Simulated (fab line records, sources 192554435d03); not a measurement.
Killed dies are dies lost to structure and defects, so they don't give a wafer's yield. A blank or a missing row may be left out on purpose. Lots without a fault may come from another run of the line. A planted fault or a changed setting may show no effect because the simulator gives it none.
Split-lot experiment | flow n5_finfet | 7 lots, 21 wafers read, on a route of 1938 steps

THE SPLIT
At N5_BEOL_M13_COAT_04 (resist thk 400 nm), the setting spin_rpm was moved away from the recipe's 1625 rpm on 6 of the 21 wafers read, by -10.7% to +8.2%. The other wafers ran this setting at the recipe's value.

FROM THE SPLIT TO THE READING: what the file shows between them, 4 steps
- N5_BEOL_M13_EBR_06
- N5_BEOL_M13_SOFTBAKE_05: time 60 s
- N5_BEOL_M13_DESCUM_15: chemistry O2, time 7.9 s
- N5_BEOL_M13_ETCH_59: etches BARC in N2/H2, target depth 89 nm, overetch 26.7 nm, time 67.9 s

THE READING
coat_of_BEOL_M13_COAT_04.thk_nm (the simulator's own value, which no gauge read), in nm, at N5_BEOL_M13_VIA_ETCH_16 (etches SiOC in C4F8/O2/Ar, target depth 921.7 nm). The file gives no usual value for it. The 15 wafers here that ran the recipe average 69.4 nm, standard deviation 3.2 nm.

wafer  | tool, chamber at the split | spin_rpm as run, rpm | against the recipe | coat_of_BEOL_M13_COAT_04.thk_nm, nm | against lot-mates on the recipe
L075.3 | litho_track-05, 0          | 1625                 | recipe             | 68                                  | -
L075.5 | litho_track-05, 0          | 1625                 | recipe             | 68.6                                | -
L075.6 | litho_track-05, 0          | 1625                 | recipe             | 64.8                                | -
L074.1 | litho_track-02, 0          | 1517                 | -6.6%              | 86.8                                | +16.0
L074.3 | litho_track-02, 0          | 1517                 | -6.6%              | 85.8                                | +15.0
L074.5 | litho_track-02, 0          | 1625                 | recipe             | 70.8                                | -
L076.2 | litho_track-01, 0          | 1625                 | recipe             | 76.8                                | -
L076.4 | litho_track-01, 0          | 1625                 | recipe             | 67                                  | -
L076.6 | litho_track-01, 0          | 1625                 | recipe             | 71.2                                | -
L077.1 | litho_track-05, 0          | 1625                 | recipe             | 72.4                                | -
L077.2 | litho_track-05, 0          | 1625                 | recipe             | 68.8                                | -
L077.5 | litho_track-05, 0          | 1451                 | -10.7%             | 89                                  | +18.4
L084.3 | litho_track-05, 0          | 1625                 | recipe             | 73.8                                | -
L084.4 | litho_track-05, 0          | 1625                 | recipe             | 69.4                                | -
L084.5 | litho_track-05, 0          | 1625                 | recipe             | 66.4                                | -
L086.1 | litho_track-02, 0          | 1625                 | recipe             | 69.8                                | -
L086.3 | litho_track-02, 0          | 1758                 | +8.2%              | 53.6                                | -13.8
L086.5 | litho_track-02, 0          | 1625                 | recipe             | 65                                  | -
L096.4 | litho_track-02, 0          | 1625                 | recipe             | 67.6                                | -
L096.5 | litho_track-02, 0          | 1697                 | +4.4%              | 58.2                                | -9.4
L096.6 | litho_track-02, 0          | 1697                 | +4.4%              | 64.8                                | -2.8

THE FIT
A straight line over all 21 wafers: coat_of_BEOL_M13_COAT_04.thk_nm changes by -2.04 nm for each +1% of spin_rpm; r = -0.93; the points scatter about the line by 3.2 nm.
The same after taking each lot's own level away (the mean of its wafers on the recipe; 21 wafers): -1.83 nm for each +1%; r = -0.93; scatter 2.8 nm.
On that fit, the largest move of spin_rpm shifts the reading by 20 nm.
The lots' own levels span 67.13 to 71.67 nm, that is 1.4 times the standard deviation above.
So the lot-to-lot level changes the slope: the two fits differ.
Check: with one of the wafers moved furthest among these (-10.7%) left out of the fit, the line predicts +21.3 nm for it against its lot-mates. It came out at +18.4 nm against them.

THE WHOLE CHAIN: every reading that the file lists as answering this split, in the file's order
step                    | what it does                                     | reading                                                                          | change (the file's fit)              | r (the file's)
N5_BEOL_M13_COAT_04     | resist thk 400 nm                                | coat_of_BEOL_M13_COAT_04.thk_nm (the simulator's own value, which no gauge read) | -2.12 nm for each +1% of the setting | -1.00
N5_BEOL_M13_VIA_ETCH_16 | etches SiOC in C4F8/O2/Ar, target depth 921.7 nm | coat_of_BEOL_M13_COAT_04.thk_nm (the simulator's own value, which no gauge read) | -1.79 nm for each +1% of the setting | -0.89
N5_BEOL_M13_STRIP_63    | strips in N2/H2                                  | strip_time_to_endpoint_s                                                         | withheld for each +1% of the setting | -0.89

THE FILE'S OWN FIT
coat_of_BEOL_M13_COAT_04.thk_nm changes by -1.79 nm for each +1% of spin_rpm, r = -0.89.
